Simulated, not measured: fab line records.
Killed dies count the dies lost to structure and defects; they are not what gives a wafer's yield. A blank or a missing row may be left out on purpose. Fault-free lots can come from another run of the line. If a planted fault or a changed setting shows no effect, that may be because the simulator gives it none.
2 desks, one fault ; flow n5-finfet ; only its own numbers are on each desk; what lay behind them is given at the end

== METROLOGY DESK ==
Means of the sampled wafers that have a number, per lot and without regard to the tool the lot ran on: this is what the gauges read. A lot is out of limits, marked OUT, if its mean lies more than 4 standard deviations from the usual mean; the brackets give that distance. Readings shown: 7 of its 10, picked as those furthest out on some lot.
Columns: A = DIBL_P at N5_BEOL_M4_RC_MEAS_101, usual 36.2 mV/V; B = IOFF_N at N5_BEOL_M4_RC_MEAS_101, usual 0.16 nA/um; C = IOFF_P at N5_BEOL_M4_RC_MEAS_101, usual 0.22 nA/um; D = ION_N at N5_BEOL_M4_RC_MEAS_101, usual 676 uA/um; E = ION_P at N5_BEOL_M4_RC_MEAS_101, usual 465 uA/um; F = VT_N at N5_BEOL_M4_RC_MEAS_101, usual 250 mV; G = VT_P at N5_BEOL_M4_RC_MEAS_101, usual -250 mV
lot;first seen here;A;B;C;D;E;F;G
L861;day 8 14:12;34.7;0.14;0.18;669;458;250;-253
L878;day 13 02:59;38.8;0.17;0.27;672;468;250;-249
L879;day 13 04:31;38.1;0.18;0.27;686;476;248;-246
L882;day 14 09:16;35.2;0.12;0.15;654;447;255;-257
Result from this desk: across the 4 lots, nothing is out of limits.

== TOOL OWNER'S DESK, rie-diel-01 ==
The tool's own readings at N5_BEOL_M0_SAQP_ETCH_49 (etches SiO2 in CF4/O2, target depth 37 nm): means of the sampled wafers that have a number, for each lot that ran on this tool. A lot is out of limits, marked OUT, if its mean lies more than 4 standard deviations from the usual mean; the brackets give that distance.
Columns: A = drypump-motor-current-A at N5_BEOL_M0_SAQP_ETCH_49, usual 5.7 A; B = oes_o_777_au at N5_BEOL_M0_SAQP_ETCH_49, usual 0.75 a.u.; C = oes-product-au at N5_BEOL_M0_SAQP_ETCH_49, usual 0.75 a.u.; D = rf-vpp-V at N5_BEOL_M0_SAQP_ETCH_49, usual 241 V; E = showerhead-plenum-p-Torr at N5_BEOL_M0_SAQP_ETCH_49, usual 2.22 Torr; F = throttle-valve-pct at N5_BEOL_M0_SAQP_ETCH_49, usual 15.96 %
lot;first seen here;A;B;C;D;E;F
L861;day 6 07:43;5.5;0.73;0.75;241;2.25;16.07
L878;day 10 15:25;6.1;0.68;0.80;244;2.15;16.07
L879;day 10 22:38;6.3;0.72;0.83;242;2.16;16.16
Result from this desk: across the 3 lots, nothing is out of limits.

== ALL TOGETHER ==
At the metrology desk, nothing out of limits was observed.
The desk of the tool owner found nothing out of limits.

== WHAT THE SIMULATOR HAD PUT IN ==
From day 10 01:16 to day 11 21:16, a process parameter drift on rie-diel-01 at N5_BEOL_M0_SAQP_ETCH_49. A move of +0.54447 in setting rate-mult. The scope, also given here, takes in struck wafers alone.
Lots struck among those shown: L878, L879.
